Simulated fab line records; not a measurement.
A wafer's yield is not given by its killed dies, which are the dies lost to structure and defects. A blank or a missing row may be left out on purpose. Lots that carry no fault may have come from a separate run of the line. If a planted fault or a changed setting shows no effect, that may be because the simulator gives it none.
Chamber matching | flow nand_harc | rie_diel-02 running NHARC_P_M2_DESCUM_14: 4 sister chambers
The step chemistry O2, time 3 s. 20 wafers are shown with their chamber, then 10 later ones without.

== WAFERS PAIRED WITH THEIR CHAMBERS ==
wafer  | chamber | drypump_motor_current_A (A) | oes_product_au (a.u.) | rf_vpp_V (V)
L910.1 | 1       | 5.7                         | 1.004                 | 57.9
L910.2 | 0       | 6.8                         | 0.986                 | 57.0
L910.3 | 3       | 6.4                         | 1.007                 | 58.3
L911.1 | 1       | 5.7                         | 1.005                 | 58.2
L911.3 | 0       | 6.8                         | 0.994                 | 59.0
L911.5 | 2       | 6.1                         | 0.990                 | 56.0
L912.2 | 1       | 5.7                         | 1.008                 | 57.9
L912.4 | 3       | 6.4                         | 1.020                 | 56.9
L912.6 | 0       | 6.8                         | 0.988                 | 56.9
L915.1 | 1       | 5.7                         | 0.994                 | 57.5
L915.2 | 2       | 6.1                         | 0.999                 | 58.9
L915.6 | 1       | 5.7                         | 0.989                 | 58.2
L918.2 | 0       | 6.8                         | 0.997                 | 57.0
L918.4 | 2       | 6.1                         | 0.994                 | 57.7
L918.5 | 3       | 6.3                         | 1.001                 | 55.4
L919.1 | 1       | 5.7                         | 0.991                 | 56.7
L919.4 | 0       | 6.8                         | 1.001                 | 56.9
L919.6 | 0       | 6.8                         | 1.008                 | 56.3
L920.1 | 0       | 6.8                         | 1.004                 | 55.5
L920.2 | 1       | 5.7                         | 0.995                 | 57.6

SIGNATURES (means of the wafers above)
reading                 | chamber 0 | chamber 1 | chamber 2 | chamber 3 | scatter within a chamber
drypump_motor_current_A | 6.800     | 5.700     | 6.100     | 6.367     | 0.0204
oes_product_au          | 0.99686   | 0.99800   | 0.99433   | 1.00933   | 0.00777
rf_vpp_V                | 56.943    | 57.714    | 57.533    | 56.867    | 1.03
Rule: for each reading, subtract the chamber's mean from the wafer's reading, divide by that reading's scatter and square the result; add these up over the readings and take the root, which gives the wafer's distance from the chamber. The wafer belongs to the nearest chamber; if the next one is less than 2 further off, it can't be placed. The scatter: take each reading less its chamber's mean, square it, sum over the shown wafers, divide by the number of wafers less the number of chambers, and take the root.

== WAFERS MISSING THEIR CHAMBER ==
wafer  | drypump_motor_current_A (A) | oes_product_au (a.u.) | rf_vpp_V (V)
L920.5 | 6.1                         | 1.002                 | 59.7
L924.1 | 6.0                         | 1.003                 | 58.1
L924.3 | 6.8                         | 1.000                 | 57.0
L924.4 | 6.8                         | 1.012                 | 55.8
L922.1 | 6.4                         | 1.002                 | 56.0
L922.2 | 6.8                         | 1.003                 | 56.8
L922.4 | 6.4                         | 1.005                 | 58.3
L933.2 | 6.4                         | 0.993                 | 56.7
L933.4 | 6.8                         | 0.999                 | 56.2
L933.6 | 5.7                         | 0.986                 | 60.3

== WHICH CHAMBER EACH WENT THROUGH ==
wafer  | from the rows above | in truth
L920.5 | 2                   | 2
L924.1 | 2                   | 2
L924.3 | 0                   | 0
L924.4 | 0                   | 0
L922.1 | 3                   | 3
L922.2 | 0                   | 0
L922.4 | 3                   | 3
L933.2 | 3                   | 3
L933.4 | 0                   | 0
L933.6 | 1                   | 1
10 of 10 placed correctly. Number that these rows cannot place: 0. Number placed wrongly: 0.
